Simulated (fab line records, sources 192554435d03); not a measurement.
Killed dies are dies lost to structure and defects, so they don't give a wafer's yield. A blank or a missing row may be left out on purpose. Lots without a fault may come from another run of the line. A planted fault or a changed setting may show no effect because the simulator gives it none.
One fault seen from 3 desks | flow n5_finfet | each desk has only its own numbers; what lay behind them comes last

THE DEFECT DESK
What the inspections along the route counted, lot by lot: means of the sampled wafers that have a number. A lot is out of limits, marked OUT, if its mean lies more than 4 standard deviations from the usual mean; the brackets give that distance.
Columns: A = raw_defect_count at N5_BEOL_M0_CUTY_INSPECT_59, usual 2.0
lot  | first seen here | A
L497 | day 7 00:08     | 1.3
L499 | day 7 03:03     | 1.7
L508 | day 9 09:56     | 2.7
L509 | day 9 10:59     | 2.3
L514 | day 11 00:27    | 1.3
L515 | day 11 01:26    | 3.3
This desk's finding: nothing out of limits on any of the 6 lots.

THE METROLOGY DESK
What the gauges read, lot by lot, whatever tool the lot ran on: means of the sampled wafers that have a number. A lot is out of limits, marked OUT, if its mean lies more than 4 standard deviations from the usual mean; the brackets give that distance. Of its 12 readings 7 are shown: those that lie furthest out on some lot.
Columns: A = cd_nm at N5_BEOL_M0_CUTY_CD_MEAS_57, usual 199.7 nm; B = M0_ABLK_OVL at N5_BEOL_M0_CUTY_OVL_MEAS_58, usual -0.4 nm; C = IOFF_N at N5_BEOL_M4_RC_MEAS_101, usual 0.17 nA/um; D = IOFF_P at N5_BEOL_M4_RC_MEAS_101, usual 0.24 nA/um; E = SS_N at N5_BEOL_M4_RC_MEAS_101, usual 71.8 mV/dec; F = SS_P at N5_BEOL_M4_RC_MEAS_101, usual 73.6 mV/dec; G = VT_P at N5_BEOL_M4_RC_MEAS_101, usual -249 mV
lot  | first seen here | A     | B    | C    | D    | E    | F    | G
L497 | day 7 00:05     | 200.1 | -0.2 | 0.20 | 0.27 | 72.2 | 74.7 | -247
L499 | day 7 03:00     | 200.1 | 0.3  | 0.19 | 0.26 | 72.0 | 74.4 | -249
L508 | day 9 09:53     | 198.3 | -0.9 | 0.23 | 0.27 | 73.1 | 74.2 | -249
L509 | day 9 10:56     | 198.1 | -0.6 | 0.19 | 0.31 | 72.2 | 74.4 | -243
L514 | day 11 00:23    | 200.2 | -0.8 | 0.19 | 0.30 | 71.8 | 73.7 | -244
L515 | day 11 01:23    | 200.5 | -0.6 | 0.19 | 0.25 | 72.6 | 74.2 | -251
This desk's finding: nothing out of limits on any of the 6 lots.

THE TOOL OWNER'S DESK: rie_diel-06
The tool's own readings at N5_BEOL_M0_CUTY_ETCH_63 (etches SOC in N2/H2, target depth 82.7 nm, overetch 16.5 nm, time 124 s): means of the sampled wafers that have a number, for each lot that ran on this tool. A lot is out of limits, marked OUT, if its mean lies more than 4 standard deviations from the usual mean; the brackets give that distance.
Columns: A = drypump_motor_current_A at N5_BEOL_M0_CUTY_ETCH_63, usual 6.0 A; B = h2_flow_sccm at N5_BEOL_M0_CUTY_ETCH_63, usual 200.0 sccm; C = oes_product_au at N5_BEOL_M0_CUTY_ETCH_63, usual 0.63 a.u.; D = rf_vpp_V at N5_BEOL_M0_CUTY_ETCH_63, usual 523.6 V; E = showerhead_plenum_p_Torr at N5_BEOL_M0_CUTY_ETCH_63, usual 2.53 Torr; F = throttle_valve_pct at N5_BEOL_M0_CUTY_ETCH_63, usual 17.79 %
lot  | first seen here | A   | B     | C    | D     | E    | F
L497 | day 7 00:16     | 5.7 | 199.9 | 0.64 | 523.8 | 2.52 | 17.78
L508 | day 9 10:04     | 5.9 | 200.3 | 0.60 | 523.2 | 2.55 | 17.88
L509 | day 9 11:05     | 6.2 | 200.5 | 0.64 | 523.0 | 2.56 | 17.79
This desk's finding: nothing out of limits on any of the 3 lots.

PUT TOGETHER
The defect desk saw nothing out of limits.
The metrology desk saw nothing out of limits.
The tool owner's desk saw nothing out of limits.

WHAT THE SIMULATOR HAD PUT IN
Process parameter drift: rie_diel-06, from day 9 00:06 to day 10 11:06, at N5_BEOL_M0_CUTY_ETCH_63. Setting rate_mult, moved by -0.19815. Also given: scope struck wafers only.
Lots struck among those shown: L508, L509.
